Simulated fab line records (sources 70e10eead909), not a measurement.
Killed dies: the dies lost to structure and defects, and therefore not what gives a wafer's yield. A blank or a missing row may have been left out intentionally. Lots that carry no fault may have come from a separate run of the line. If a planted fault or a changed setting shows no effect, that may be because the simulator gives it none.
fab line records	flow nandHarc
record: lots: 6	wafers: 18	lastDay: 32
route steps=1302 shown P_GATE@136 END@1302
lots that met no fault: taken from a fault-free run of the same line
startH: hours from the record's opening day to when the first of the lot's shown wafers began	waitH: how many hours have passed since the lot's step before this one	" repeats the value in the row above	L1.1+2: several wafers, shown together as one row	- no value present, or no start provided	* or withheld: withheld	< > ~ a bound
route shown NAME@n: NAME is a module with steps in the file, n the number in the route of the first one	usual: mean/standard deviation of fault-free wafers	same: alike in all rows	chamber/n: place in a boat	sites: the reading at each site	_std_site: how widely they spread, as a standard deviation	_edge_site: the outer-site mean with the inner-site mean subtracted	radiusMm: how far each site lies from the wafer's centre	mask NAME#n: copy n	behind: the most recent tool/chamber to have shaped the wafer	hold: why the lot went on hold/how many hours it stayed there/how the hold came to an end	device: which transistor (n, p or np) failed to switch	end of line: the route-end tests of the same wafers	for a step that has no rows: nothing shown but its recipe	killed: not the wafer's yield, but the dies lost to structure and defects at the first sort	map: a wafer's dies, marking killed ones x, the rest . and places with no die _
set.NAME: setting as actually run; set.NAME@STEP: the setting as run at that earlier step	model.NAME: the simulator's own value behind a step, which no gauge read
lots at selected steps of the route; one table per step, one row per wafer
services: from which hour (startH, from the record's first day; less than 0 if before it) a tool's chamber was out of use, for how many hours, and why
== steps ==
step: NHARC_P_GATE_SOFTBAKE_21
recipe: tempC: 105	timeS: 55
step: NHARC_P_GATE_EBR_22
step: NHARC_P_GATE_EXPOSE_23
recipe: na: 1.35	targetCdNm: 120	doseMj: 93.91	maskId: P_GATE
step: NHARC_P_GATE_PEB_24
recipe: pebTempC: 100	pebTimeS: 65
step: NHARC_P_GATE_DEVELOP_25
recipe: developTimeS: 35	devTempC: 23
step: NHARC_P_GATE_CD_MEAS_26
recipe: targetCdNm: 120	landingEnergyEv: 500
usual: cdNm: 120.9/0.86
same: landingEnergyEv: 500
lot.wafer	tool	chamber	startH	waitH	cdNm
L805.1	cdSem-03	0	132.51	-	119.5
L805.3	"	0	"	"	121.3
L805.5	"	0	"	"	121.0
L809.1	cdSem-01	0	169.91	-	120.1
L809.2	"	0	"	"	121.2
L809.3	"	0	"	"	119.8
L815.2	cdSem-03	0	222.09	-	118.8
L815.5	"	0	"	"	120.5
L815.6	"	0	"	"	120.8
L817.4	cdSem-01	0	247.00	-	120.1
L817.5	"	0	"	"	120.8
L817.6	"	0	"	"	119.5
L819.4	cdSem-03	0	272.96	-	120.4
L819.5	"	0	"	"	120.2
L819.6	"	0	"	"	120.1
L823.1	cdSem-03	0	313.44	-	121.4
L823.4	"	0	"	"	120.2
L823.5	"	0	"	"	120.9
step: NHARC_P_GATE_OVL_MEAS_27
usual: overlayXNm: -0.2/1	overlayYNm: 0.0/0.9
lot.wafer	tool	chamber	startH	waitH	overlayXNm	overlayYNm
L805.1	overlay-01	-	132.60	-	0.0	-0.3
L805.3	"	-	"	"	0.0	-0.5
L805.5	"	-	"	"	-0.3	-0.2
L809.1	overlay-01	-	170.00	-	0.9	-2.0
L809.2	"	-	"	"	1.0	-1.6
L809.3	"	-	"	"	0.9	-1.7
L815.2	overlay-02	-	222.18	-	0.8	0.4
L815.5	"	-	"	"	0.6	0.2
L815.6	"	-	"	"	0.9	0.4
L817.4	overlay-02	-	247.08	-	-1.5	0.7
L817.5	"	-	"	"	-0.8	0.1
L817.6	"	-	"	"	-1.5	0.5
L819.4	overlay-02	-	273.06	-	-0.4	-0.6
L819.5	"	-	"	"	0.0	-0.5
L819.6	"	-	"	"	-0.8	-0.7
L823.1	overlay-02	-	313.53	-	1.8	-1.5
L823.4	"	-	"	"	1.5	-1.2
L823.5	"	-	"	"	1.3	-1.6
step: NHARC_P_GATE_INSPECT_28
usual: rawDefectCount: 5.9/3
lot.wafer	tool	chamber	startH	waitH	rawDefectCount
L805.1	defectInspect-01	-	132.63	0.0	7
L805.3	"	-	"	"	15
L805.5	"	-	"	"	9
L809.1	defectInspect-01	-	170.04	0.0	6
L809.2	"	-	"	"	5
L809.3	"	-	"	"	4
L815.2	defectInspect-02	-	222.21	0.0	6
L815.5	"	-	"	"	8
L815.6	"	-	"	"	5
L817.4	defectInspect-01	-	247.12	0.0	7
L817.5	"	-	"	"	6
L817.6	"	-	"	"	4
L819.4	defectInspect-01	-	273.09	0.0	4
L819.5	"	-	"	"	6
L819.6	"	-	"	"	2
L823.1	defectInspect-02	-	313.57	0.0	3
L823.4	"	-	"	"	5
L823.5	"	-	"	"	4
step: NHARC_P_GATE_DESCUM_31
recipe: timeS: 3	o2FlowSccm: 200	arFlowSccm: 0	biasPowerW: 0	chemistry: O2
usual: drypumpMotorCurrentA: 5.8/0.49	oesProductAu: 1.005/0.016	rfVppV: 57.8/0.97	showerheadPlenumPTorr: 1.92/0.096	throttleValvePct: 11.310/0.009
lot.wafer	tool	chamber	startH	waitH	drypumpMotorCurrentA	oesProductAu	rfHoursCounterH	rfVppV	showerheadPlenumPTorr	throttleValvePct
L805.3	rieDiel-07	3	132.70	0.1	5.7	0.982	0	58.1	1.87	11.310
L805.1	"	1	"	"	5.0	0.996	0	57.8	2.02	11.308
L805.5	"	2	"	"	5.7	1.027	-	58.8	1.78	11.326
L809.2	rieDiel-01	2	170.11	0.1	5.9	0.983	8	58.1	1.86	11.315
L809.3	"	3	"	"	5.9	1.037	10	56.7	1.80	11.313
L809.1	"	0	"	"	6.2	1.013	10	58.5	2.02	11.312
L815.2	rieDiel-01	2	222.28	0.1	5.9	0.997	0	58.0	1.86	11.309
L815.5	"	1	"	"	5.2	1.029	-	56.4	2.05	11.315
L815.6	"	2	"	"	5.9	0.995	-	56.5	1.86	11.314
L817.4	rieDiel-01	2	247.20	0.1	5.9	0.994	1	56.6	1.86	11.299
L817.6	"	3	"	"	5.9	1.013	-	57.4	1.80	11.298
L817.5	"	0	"	"	6.2	0.997	-	57.8	2.02	11.294
L819.4	rieDiel-01	0	273.15	0.1	6.2	1.018	2	58.0	2.02	11.310
L819.5	"	0	"	"	6.2	0.993	-	59.6	2.02	11.304
L819.6	"	1	"	"	5.2	1.009	-	58.2	2.05	11.316
L823.4	rieDiel-07	2	313.63	0.1	5.7	0.994	0	57.2	1.78	11.330
L823.1	"	3	"	"	5.6	0.982	1	58.9	1.87	11.312
L823.5	"	2	"	"	5.6	0.998	-	57.2	1.78	11.298
step: NHARC_P_GATE_ETCH_104
recipe: targetDepthA: 600	timeS: withheld	cf4FlowSccm: 100	chf3FlowSccm: 30	arFlowSccm: 0	rfW: 500	biasW: 200	chemistry: CF4/CHF3
usual: drypumpMotorCurrentA: 5.8/0.49	oesProductAu: 0.955/0.024	rfVppV: 370.8/2.6	showerheadPlenumPTorr: 1.58/0.074	throttleValvePct: 16.801/0.0098
lot.wafer	tool	chamber	startH	waitH	drypumpMotorCurrentA	oesProductAu	rfVppV	showerheadPlenumPTorr	throttleValvePct
L805.3	rieDiel-07	3	132.78	0.1	5.6	0.952	370.0	1.54	16.791
L805.1	"	0	"	"	6.5	0.962	368.7	1.54	16.812
L805.5	"	2	"	"	5.7	0.982	367.9	1.47	16.796
L809.3	rieDiel-01	2	170.18	0.1	5.9	0.954	368.6	1.54	16.798
L809.1	"	3	"	"	5.9	1.003	366.3	1.49	16.803
L809.2	"	0	"	"	6.2	0.988	373.6	1.65	16.814
L815.2	rieDiel-01	2	222.37	0.1	5.9	0.964	369.9	1.53	16.808
L815.6	"	0	"	"	6.2	0.967	371.7	1.65	16.788
L815.5	"	1	"	"	5.2	0.990	373.6	1.68	16.791
L817.4	rieDiel-01	0	247.27	0.1	6.1	0.962	373.5	1.65	16.800
L817.5	"	1	"	"	5.2	1.006	373.2	1.68	16.805
L817.6	"	2	"	"	5.8	0.983	369.4	1.53	16.799
L819.4	rieDiel-01	2	273.25	0.1	5.8	0.913	369.0	1.53	16.811
L819.6	"	0	"	"	6.1	0.933	371.9	1.65	16.798
L819.5	"	1	"	"	5.2	0.948	375.4	1.68	16.795
L823.1	rieDiel-07	2	313.71	0.1	5.6	0.946	367.3	1.47	16.807
L823.4	"	3	"	"	5.6	0.945	369.6	1.54	16.798
L823.5	"	3	"	"	5.6	0.941	371.2	1.54	16.805
step: NHARC_P_GATE_HM_OPEN_105
recipe: targetDepthA: 3600	o2FlowSccm: 400	cosFlowSccm: 20	arFlowSccm: 0	rfW: 500	biasW: 300	chemistry: O2/COS
usual: drypumpMotorCurrentA: 5.8/0.46	oesProductAu: 1.006/0.015	rfVppV: 467/3.2	showerheadPlenumPTorr: 3.13/0.15	throttleValvePct: 28.330/0.009
lot.wafer	tool	chamber	startH	waitH	drypumpMotorCurrentA	oesProductAu	rfHoursCounterH	rfVppV	showerheadPlenumPTorr	throttleValvePct
L805.1	rieDiel-07	2	-	-	5.7	1.019	0	463	2.92	28.340
L805.3	"	0	"	"	6.5	0.983	0	465	3.05	28.328
L805.5	"	2	"	"	5.7	1.013	-	463	2.92	28.325
L809.3	rieDiel-01	0	-	-	6.1	1.010	10	470	3.28	28.327
L809.1	"	1	"	"	5.2	1.004	9	470	3.34	28.319
L809.2	"	2	"	"	5.9	0.982	8	466	3.05	28.311
L815.2	rieDiel-01	0	-	-	6.1	1.001	0	470	3.28	28.335
L815.6	"	3	"	"	5.9	1.038	-	463	2.95	28.323
L815.5	"	0	"	"	6.2	1.004	-	470	3.28	28.342
L817.4	rieDiel-01	3	-	-	5.9	1.020	1	463	2.95	28.327
L817.5	"	0	"	"	6.2	1.008	-	471	3.28	28.338
L817.6	"	1	"	"	5.3	1.020	-	472	3.34	28.340
L819.4	rieDiel-01	1	-	-	5.3	1.026	3	471	3.34	28.319
L819.6	"	0	"	"	6.2	1.010	-	471	3.28	28.320
L819.5	"	1	"	"	5.3	1.023	-	472	3.34	28.346
L823.1	rieDiel-07	3	-	-	5.7	0.980	1	466	3.06	28.329
L823.4	"	1	"	"	5.0	0.997	1	471	3.28	28.323
L823.5	"	0	"	"	6.5	0.992	-	464	3.04	28.349
step: NHARC_P_GATE_STRIP_106
recipe: o2FlowSccm: 400	cosFlowSccm: 20	arFlowSccm: 0	biasW: 0	chemistry: O2/COS
step: NHARC_P_GATE_ETCH_114
recipe: targetDepthA: 300	overetchA: 30	timeS: 16.5	ionEnergyEv: 100	cf4FlowSccm: 80	o2FlowSccm: 20	arFlowSccm: 0	rfW: 300	biasW: 100	chemistry: CF4/O2
usual: drypumpMotorCurrentA: 5.8/0.48	oesProductAu: 1.005/0.015	rfVppV: 198.0/1.6	showerheadPlenumPTorr: 1.34/0.065	throttleValvePct: 13.398/0.0088
lot.wafer	tool	chamber	startH	waitH	drypumpMotorCurrentA	oesProductAu	rfHoursCounterH	rfVppV	showerheadPlenumPTorr	throttleValvePct
L805.3	rieDiel-07	1	133	-	5.0	0.987	0	200.1	1.41	13.392
L805.1	"	2	"	"	5.7	1.016	0	195.8	1.25	13.385
L805.5	"	1	"	"	5.0	0.988	-	200.3	1.41	13.397
L809.2	rieDiel-01	3	170	-	5.9	1.031	10	196.0	1.26	13.380
L809.3	"	1	"	"	5.2	1.002	9	200.8	1.43	13.397
L809.1	"	2	"	"	5.9	1.002	8	197.7	1.30	13.383
L815.2	rieDiel-01	3	222	-	5.9	1.028	0	197.5	1.26	13.395
L815.5	"	0	"	"	6.1	1.002	-	199.2	1.41	13.400
L815.6	"	1	"	"	5.2	1.017	-	200.2	1.43	13.412
L817.4	rieDiel-01	0	247	-	6.2	1.016	2	199.2	1.41	13.393
L817.5	"	2	"	"	5.8	0.996	-	195.4	1.30	13.402
L817.6	"	3	"	"	5.9	1.015	-	196.3	1.26	13.397
L819.4	rieDiel-01	0	273	-	6.2	1.006	2	199.3	1.40	13.392
L819.6	"	3	"	"	5.9	1.014	-	197.0	1.26	13.393
L819.5	"	0	"	"	6.2	1.010	-	198.6	1.40	13.411
L823.1	rieDiel-07	0	314	-	6.5	0.997	1	196.4	1.30	13.378
L823.4	"	3	"	"	5.6	0.978	1	197.2	1.31	13.420
L823.5	"	0	"	"	6.5	1.000	-	198.0	1.30	13.396
step: NHARC_P_GATE_ETCH_32
recipe: targetDepthA: 1500	overEtchFrac: 1	overEtchIonEnergyEv: 40	timeS: 100.1	hbrFlowSccm: 150	cl2FlowSccm: 50	rfW: 400	icpW: 400	biasW: 100	chemistry: HBr/Cl2
step: NHARC_P_GATE_STRIP_108
recipe: o2FlowSccm: 500	arFlowSccm: 0	biasW: 0	chemistry: O2
step: NHARC_P_GATE_CD_MEAS_33
usual: cdNm: 120/3.5
lot.wafer	tool	chamber	startH	waitH	cdNm
L805.1	cdSem-01	-	133.50	-	112
L805.3	"	-	"	"	120
L805.5	"	-	"	"	116
L809.1	cdSem-01	-	170.90	-	118
L809.2	"	-	"	"	118
L809.3	"	-	"	"	118
L815.2	cdSem-01	-	223.08	-	123
L815.5	"	-	"	"	124
L815.6	"	-	"	"	122
L817.4	cdSem-03	-	247.98	-	121
L817.5	"	-	"	"	123
L817.6	"	-	"	"	114
L819.4	cdSem-03	-	273.99	-	116
L819.5	"	-	"	"	119
L819.6	"	-	"	"	121
L823.1	cdSem-01	-	314.42	-	119
L823.4	"	-	"	"	124
L823.5	"	-	"	"	119
step: NHARC_P_GATE_STRIP_35
recipe: timeS: 600	tempC: 130	chemistry: SPM
step: NHARC_P_GATE_PRECLEAN_73
recipe: timeS: *	tempC: 50	bathAgeMin: 0	chemistry: SC1
step: NHARC_P_GATE_SRD_74
step: NHARC_P_GATE_ALD_36
recipe: targetThkA: 200	pulseTimeS: 60	aldCycles: 223	tempC: 400	material: SiNx
step: NHARC_P_GATE_ETCHBACK_37
recipe: targetDepthA: 345	timeS: 17.2	chf3FlowSccm: 50	o2FlowSccm: 10	arFlowSccm: 200	rfW: 500	biasW: 200	chemistry: CHF3/O2
step: NHARC_P_GATE_STRIP_101
recipe: timeS: 20	o2FlowSccm: 500	arFlowSccm: 0	biasW: 0	chemistry: O2
usual: drypumpMotorCurrentA: 5.8/0.53	oesProductAu: 1.004/0.015	rfVppV: 57.9/0.86	showerheadPlenumPTorr: 3.56/0.16	throttleValvePct: 17.037/0.0098
lot.wafer	tool	chamber	startH	waitH	drypumpMotorCurrentA	oesProductAu	rfHoursCounterH	rfVppV	showerheadPlenumPTorr	throttleValvePct
L805.3	rieDiel-01	2	143.62	0.1	5.9	0.982	6	58.4	3.45	17.039
L805.1	"	0	"	"	6.2	1.008	8	57.8	3.71	17.035
L805.5	"	2	"	"	5.9	0.981	-	58.3	3.45	17.034
L809.2	rieDiel-07	3	180.92	0.1	5.7	0.975	2	58.0	3.46	17.051
L809.1	"	0	"	"	6.5	0.992	2	57.6	3.44	17.032
L809.3	"	2	"	"	5.7	1.024	2	56.8	3.30	17.038
L815.2	rieDiel-07	0	233.28	0.1	6.5	0.984	6	57.3	3.44	17.033
L815.6	"	2	"	"	5.7	1.006	-	56.6	3.30	17.053
L815.5	"	3	"	"	5.7	0.986	-	58.9	3.46	17.043
L817.4	rieDiel-07	0	258.19	0.1	6.5	0.985	7	57.9	3.44	17.037
L817.6	"	2	"	"	5.7	1.007	-	57.4	3.30	17.033
L817.5	"	3	"	"	5.6	0.973	-	57.8	3.46	17.036
L819.4	rieDiel-01	2	283.99	0.1	5.9	0.990	3	57.3	3.44	17.035
L819.6	"	0	"	"	6.2	0.996	-	57.8	3.70	17.045
L819.5	"	1	"	"	5.2	1.009	-	57.9	3.77	17.043
L823.4	rieDiel-01	1	324.52	0.1	5.2	1.020	4	59.6	3.77	17.050
L823.1	"	0	"	"	6.2	1.027	4	58.3	3.70	17.044
L823.5	"	1	"	"	5.3	1.005	-	57.9	3.77	17.028
step: NHARC_P_GATE_PRECLEAN_97
recipe: timeS: 600	tempC: 120	chemistry: SPM
step: NHARC_P_GATE_SRD_98
step: NHARC_P_GATE_PRECLEAN_99
recipe: timeS: *	tempC: 50	bathAgeMin: 0	chemistry: SC1
step: NHARC_P_GATE_SRD_100
step: NHARC_P_GATE_DEHYDRATE_38
recipe: tempC: 150	timeS: 120
step: NHARC_P_GATE_HMDS_39
recipe: timeS: 30
step: NHARC_P_GATE_COAT_40
recipe: spinRpm: 3000
step: NHARC_P_GATE_SOFTBAKE_41
recipe: tempC: 122	timeS: 95
step: NHARC_P_GATE_EBR_42
step: NHARC_P_GATE_EXPOSE_43
recipe: na: 0.6	targetCdNm: 720	doseMj: 14.81	maskId: P_NSD
step: NHARC_P_GATE_PEB_44
recipe: pebTempC: 118	pebTimeS: 85
step: NHARC_P_GATE_DEVELOP_45
recipe: timeS: 70
step: NHARC_P_GATE_CD_MEAS_46
recipe: targetCdNm: 720	landingEnergyEv: 500
usual: cdNm: 719.6/2.2
same: landingEnergyEv: 500
lot.wafer	tool	chamber	startH	waitH	cdNm
L805.1	cdSem-01	0	144.42	-	715.9
L805.3	"	0	"	"	718.2
L805.5	"	0	"	"	720.7
L809.1	cdSem-03	0	181.84	-	723.2
L809.2	"	0	"	"	721.1
L809.3	"	0	"	"	720.8
L815.2	cdSem-01	0	234.20	-	722.6
L815.5	"	0	"	"	724.0
L815.6	"	0	"	"	722.4
L817.4	cdSem-03	0	259.00	-	720.9
L817.5	"	0	"	"	721.3
L817.6	"	0	"	"	723.7
L819.4	cdSem-02	0	284.79	-	716.0
L819.5	"	0	"	"	719.9
L819.6	"	0	"	"	715.3
L823.1	cdSem-02	0	325.43	-	720.3
L823.4	"	0	"	"	721.5
L823.5	"	0	"	"	719.7
step: NHARC_P_GATE_HARDBAKE_47
recipe: tempC: 125	timeS: 80
step: NHARC_P_GATE_DESCUM_48
recipe: timeS: 3	o2FlowSccm: 200	arFlowSccm: 0	biasPowerW: 0	chemistry: O2
usual: drypumpMotorCurrentA: 5.8/0.55	oesProductAu: 1.007/0.014	rfVppV: 57.7/0.88	showerheadPlenumPTorr: 1.94/0.09	throttleValvePct: 11.311/0.0089
lot.wafer	tool	chamber	startH	waitH	drypumpMotorCurrentA	oesProductAu	rfHoursCounterH	rfVppV	showerheadPlenumPTorr	throttleValvePct
L805.3	rieDiel-13	3	144.58	-	6.3	1.008	11	58.3	1.86	11.315
L805.1	"	1	"	"	4.9	0.990	7	58.2	2.04	11.318
L805.5	"	3	"	"	6.2	1.005	-	57.0	1.86	11.306
L809.1	rieDiel-13	2	182.00	-	6.5	1.029	0	57.8	2.01	11.312
L809.3	"	3	"	"	6.2	1.013	0	59.0	1.86	11.308
L809.2	"	0	"	"	5.7	1.014	0	56.8	1.91	11.328
L815.2	rieDiel-01	1	234.36	-	5.2	1.019	1	58.1	2.05	11.320
L815.5	"	1	"	"	5.2	1.023	-	59.5	2.05	11.313
L815.6	"	2	"	"	5.8	1.000	-	55.4	1.86	11.326
L817.4	rieDiel-13	0	259.17	-	5.7	1.010	7	57.2	1.90	11.306
L817.5	"	2	"	"	6.5	1.022	-	57.0	2.01	11.324
L817.6	"	3	"	"	6.2	1.023	-	56.1	1.86	11.315
L819.4	rieDiel-13	1	284.94	-	5.0	1.007	10	58.4	2.03	11.310
L819.6	"	1	"	"	4.9	1.009	-	58.6	2.03	11.304
L819.5	"	2	"	"	6.6	1.016	-	57.6	2.01	11.306
L823.4	rieDiel-01	2	325.60	-	5.8	0.997	4	57.2	1.86	11.300
L823.1	"	1	"	"	5.3	1.025	4	58.0	2.05	11.303
L823.5	"	3	"	"	5.9	1.009	-	57.5	1.80	11.315
step: NHARC_P_GATE_IMPLANT_49
recipe: energyKev: 30	doseCm2: 3e+15	tiltDeg: 7
step: NHARC_P_GATE_STRIP_111
recipe: powerW: 1500	tempC: 110	timeS: 250	chemistry: N2/H2
step: NHARC_P_GATE_STRIP_75
recipe: powerW: 1500	tempC: 250	chemistry: O2
step: NHARC_P_GATE_STRIP_50
recipe: timeS: 900	tempC: 130	chemistry: SPM
step: NHARC_P_GATE_DEHYDRATE_51
recipe: tempC: 150	timeS: 120
step: NHARC_P_GATE_INSPECT_68
usual: rawDefectCount: 186/78
lot.wafer	tool	chamber	startH	waitH	rawDefectCount
L805.1	defectInspect-01	-	150.80	0.2	116
L805.3	"	-	"	"	165
L805.5	"	-	"	"	156
L809.1	defectInspect-01	-	188.39	0.2	183
L809.2	"	-	"	"	173
L809.3	"	-	"	"	263
L815.2	defectInspect-02	-	240.54	0.1	256
L815.5	"	-	"	"	251
L815.6	"	-	"	"	256
L817.4	defectInspect-02	-	265.52	0.1	623
L817.5	"	-	"	"	652
L817.6	"	-	"	"	636
L819.4	defectInspect-02	-	291.09	0.1	676
L819.5	"	-	"	"	676
L819.6	"	-	"	"	705
L823.1	defectInspect-01	-	331.84	0.2	196
L823.4	"	-	"	"	145
L823.5	"	-	"	"	174
step: NHARC_END_SORT_01
recipe: tempC: 25
usual: killedAtArray: 52/19	killedAtOther: 1.0/1.2	killedAtPeriphery: 4.1/2.8	killedDies: 57/19	killedOpen: 3.1/1.7	killedShort: 2.5/1.5
same: grossDies: 677
lot.wafer	tool	chamber	startH	waitH	killedAtArray	killedAtOther	killedAtPeriphery	killedDies	killedOpen	killedShort
L805.1	prober-02	0	575.19	2.5	46	1	10	57	3	2
L805.3	prober-02	0	576.79	3.1	59	1	8	68	3	2
L805.5	prober-02	0	578.39	3.7	42	0	5	47	0	1
L815.2	prober-01	0	683.37	2.8	87	3	2	92	3	3
L815.5	prober-01	0	685.83	3.8	73	3	2	78	5	4
L815.6	prober-01	0	686.64	4.1	82	1	2	85	3	3
L817.4	prober-02	0	696.08	3.4	43	0	43	86	3	2
L817.5	prober-02	0	696.88	3.7	34	0	61	95	3	2
L817.6	prober-02	0	697.67	4.0	67	1	63	131	5	3
L819.4	prober-02	0	720.81	3.4	34	1	40	75	3	0
L819.5	prober-02	0	721.61	3.7	63	2	49	114	3	1
L819.6	prober-02	0	722.41	4.0	43	2	69	114	6	4
killed by level:class
L805.1 A_CHANNEL_HOLE_D1:chamberFilmFlake=24 A_CONTACT:chamberFilmFlake=6 A_WL_FILL:chamberFilmFlake=5 A_CHANNEL_HOLE_D2:chamberFilmFlake=4 P_GATE:chamberFilmFlake=3 P_CONTACT:chamberFilmFlake=3 A_STAIRCASE:chamberFilmFlake=3 P_CONTACT:geometricParticle:open=1
L805.3 A_CHANNEL_HOLE_D1:chamberFilmFlake=37 A_CHANNEL_HOLE_D2:chamberFilmFlake=5 A_WL_FILL:chamberFilmFlake=5 A_STAIRCASE:chamberFilmFlake=4 P_STI:chamberFilmFlake=3 P_ZERO_WELL:chamberFilmFlake=2 P_GATE:geometricParticle:open=1 A_DECK1_JOINT:geometricParticle:open=1
L805.5 A_CHANNEL_HOLE_D1:chamberFilmFlake=22 A_STAIRCASE:chamberFilmFlake=7 A_CHANNEL_HOLE_D2:chamberFilmFlake=5 P_ZERO_WELL:chamberFilmFlake=3 A_WL_FILL:chamberFilmFlake=3 A_CONTACT:chamberFilmFlake=2 A_DECK1_JOINT:geometricParticle:short=1 P_GATE:chamberFilmFlake=1
L815.2 A_CHANNEL_HOLE_D1:chamberFilmFlake=38 A_CHANNEL_HOLE_D2:chamberFilmFlake=23 A_SLIT:chamberFilmFlake=14 A_CONTACT:chamberFilmFlake=5 A_ONON_D2:geometricParticle:open=2 THIN_TSV:chamberFilmFlake=2 A_CHANNEL_FILL_D1:geometricParticle:short=1 A_CONTACT:geometricParticle:open=1
L815.5 A_SLIT:chamberFilmFlake=28 A_CHANNEL_HOLE_D1:chamberFilmFlake=21 A_CHANNEL_HOLE_D2:chamberFilmFlake=10 A_CONTACT:chamberFilmFlake=4 A_WL_FILL:geometricParticle:short=2 THIN_TSV:chamberFilmFlake=2 A_ONON_D1:geometricParticle:open=1 A_CHANNEL_FILL_D1:geometricParticle:open=1
L815.6 A_CHANNEL_HOLE_D1:chamberFilmFlake=34 A_CHANNEL_HOLE_D2:chamberFilmFlake=23 A_SLIT:chamberFilmFlake=13 A_CONTACT:chamberFilmFlake=4 A_ONON_D1:geometricParticle:short=1 A_CHANNEL_HOLE_D1:geometricParticle:short=1 A_CHANNEL_FILL_D1:geometricParticle:open=1 A_DECK1_JOINT:geometricParticle:short=1
L817.4 P_GATE:unspecified=42 A_SLIT:chamberFilmFlake=21 A_CHANNEL_HOLE_D2:chamberFilmFlake=9 A_CHANNEL_HOLE_D1:chamberFilmFlake=4 A_STAIRCASE:chamberFilmFlake=2 A_ONON_D1:geometricParticle:short=1 A_ONON_D1:geometricParticle:open=1 A_ONON_D2:geometricParticle:open=1
L817.5 P_GATE:unspecified=57 A_SLIT:chamberFilmFlake=12 A_CHANNEL_HOLE_D1:chamberFilmFlake=10 A_CHANNEL_HOLE_D2:chamberFilmFlake=7 A_CONTACT:chamberFilmFlake=2 P_GATE:geometricParticle:open=1 P_M0:geometricParticle:open=1 P_M1:geometricParticle:open=1
L817.6 P_GATE:unspecified=62 A_SLIT:chamberFilmFlake=33 A_CHANNEL_HOLE_D2:chamberFilmFlake=12 A_CHANNEL_HOLE_D1:chamberFilmFlake=5 A_CONTACT:chamberFilmFlake=4 A_CHANNEL_FILL_D1:geometricParticle:short=2 A_CHANNEL_FILL_D2:geometricParticle:open=2 A_CHANNEL_FILL_D1:chamberFilmFlake=2
L819.4 P_GATE:unspecified=39 A_CHANNEL_HOLE_D1:chamberFilmFlake=17 A_STAIRCASE:chamberFilmFlake=6 A_CONTACT:chamberFilmFlake=3 A_SLIT:chamberFilmFlake=2 P_M1:geometricParticle:open=1 A_CHANNEL_HOLE_D1:geometricParticle:open=1 A_CONTACT:geometricParticle:open=1
L819.5 P_GATE:unspecified=42 A_CHANNEL_HOLE_D1:chamberFilmFlake=38 A_STAIRCASE:chamberFilmFlake=8 P_M2:chamberFilmFlake=5 A_SLIT:chamberFilmFlake=5 A_CHANNEL_FILL_D2:chamberFilmFlake=3 A_CHANNEL_FILL_D1:geometricParticle:open=2 A_WL_FILL:chamberFilmFlake=2
L819.6 P_GATE:unspecified=64 A_CHANNEL_HOLE_D1:chamberFilmFlake=24 A_CONTACT:chamberFilmFlake=4 A_CHANNEL_FILL_D2:chamberFilmFlake=3 A_STAIRCASE:chamberFilmFlake=3 P_CONTACT:geometricParticle:open=2 THIN_TSV:chamberFilmFlake=2 P_GATE:geometricParticle:open=1
map L817.6 (x killed, . not)
____________x____________
_________xxxxxxx_________
_______.xxxxxxxxx._______
______...xxxxxxxxx.______
_____...x.xxxxxxx.x._____
____..x..xxxxxxxxx...____
____......xxxxx....x.____
___.....x.xxxxx.......___
___..x.....xxxx.......___
__...xx.x.xx.x........x__
__.x.xxxxx..x..........__
_.xx..xx......x........._
_....xxxxx.........x...._
_...xxxxxx.............._
_.xxxx.xx.......x.x....._
_x.xx.xx.x..........x..._
....xx.x.................
.....x...................
...xx.x.....x...x........
x.................x......
x..x.....................
_x..........x.x........._
_x......................_
_...x..................._
_......................._
_.x..................x.._
__.....................__
__.....................__
___...............x...___
___...................___
____.................____
____..........x......____
_____..............._____
______.......x.....______
_______..........._______
_________......._________
____________.____________
map L819.5 (x killed, . not)
____________.____________
_________......._________
_______.........x._______
______.............______
_____..............._____
____...............x.____
____.................____
___xx...............x.___
___xxxx...............___
__xxx..................__
__xxxxx.............x..__
_xxxx.x............x...._
_xxxxx......x..........._
_xxxx.....x............._
_xxxxx.................._
_xxxx......xx.......x..._
xxxx.......x.xx......xx..
x.........x.xx..xx.......
x.x......x.xxx........x..
..x.x.....xxxxxx.x.x.x.x.
..x.......xxxxxx.........
_....x....xxxxxx........_
_x.x.x....xxx..........._
_x........x.xx.........._
_.........x..xx........._
_..........x............_
__..x.x..xx............__
__.....................__
___...................___
___x..................___
____.................____
____.................____
_____..............._____
______.............______
_______..........._______
_________......._________
____________.____________
== services ==
tool	chamber	startH	hours	kind
rieDiel-01	0	109.30	-	clean
rieDiel-01	1	109.30	-	clean
rieDiel-01	2	109.30	-	clean
rieDiel-01	3	109.30	-	clean
rieDiel-07	-	117.20	9.0	pm
rieDiel-13	1	120.04	4.3	repair
rieDiel-13	0	125.28	4.0	repair
rieDiel-01	0	133.80	-	clean
rieDiel-01	1	133.80	-	clean
rieDiel-01	2	133.80	-	clean
rieDiel-13	0	134.27	2.6	repair
rieDiel-13	-	165.00	9.0	pm
rieDiel-01	0	185.15	2.8	repair
rieDiel-07	0	189.96	4.2	repair
rieDiel-01	-	203.80	9.0	pm
rieDiel-13	2	220.15	34.9	repair
rieDiel-13	3	236.14	2.6	repair
rieDiel-07	-	239.29	0.7	repair
rieDiel-07	1	285.15	4.3	repair
rieDiel-13	2	290.62	6.3	repair
rieDiel-07	-	294.21	9.0	pm
rieDiel-01	2	294.55	8.8	repair
rieDiel-13	3	305.49	14.4	repair
rieDiel-01	-	307.05	0.8	repair
== key ==
firstSign: step: NHARC_P_GATE_INSPECT_68	reading: rawDefectCount	direction: up	sigmas: 6.1	usual: 186	struck: 661
effect: step: NHARC_END_SORT_01	reading: killedAtPeriphery	direction: up	sigmas: 18	usual: 4.1	struck: 54.2
moreKillsBornAt: NHARC_P_GATE_ETCH_114@rieDiel-01: 306
metAt NHARC_P_GATE_ETCH_114
struckWafers L817.4,L817.5,L817.6,L819.4,L819.5,L819.6
testerLeftOut L817,L819
onsetBetween 222 247
alsoFits NHARC_P_GATE_DESCUM_31:rieDiel-01,NHARC_P_GATE_ETCH_104:rieDiel-01,NHARC_P_GATE_HM_OPEN_105:rieDiel-01,NHARC_P_GATE_DESCUM_48:rieDiel-13
fault: kind: chamberParticleSource	tool: rieDiel-01	chamber: -	onsetH: 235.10	steps: NHARC_P_GATE_ETCH_114	ratePerVisitCm2: 0.76192	endH: 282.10
testerLeftOut: of these lots the tester's yield and bins aren't shown, on N5 and GAA mostly nor the transistor test; their killed dies are dies lost to structure and defects alone, not to doping, threshold or leakage, so they don't give the yield
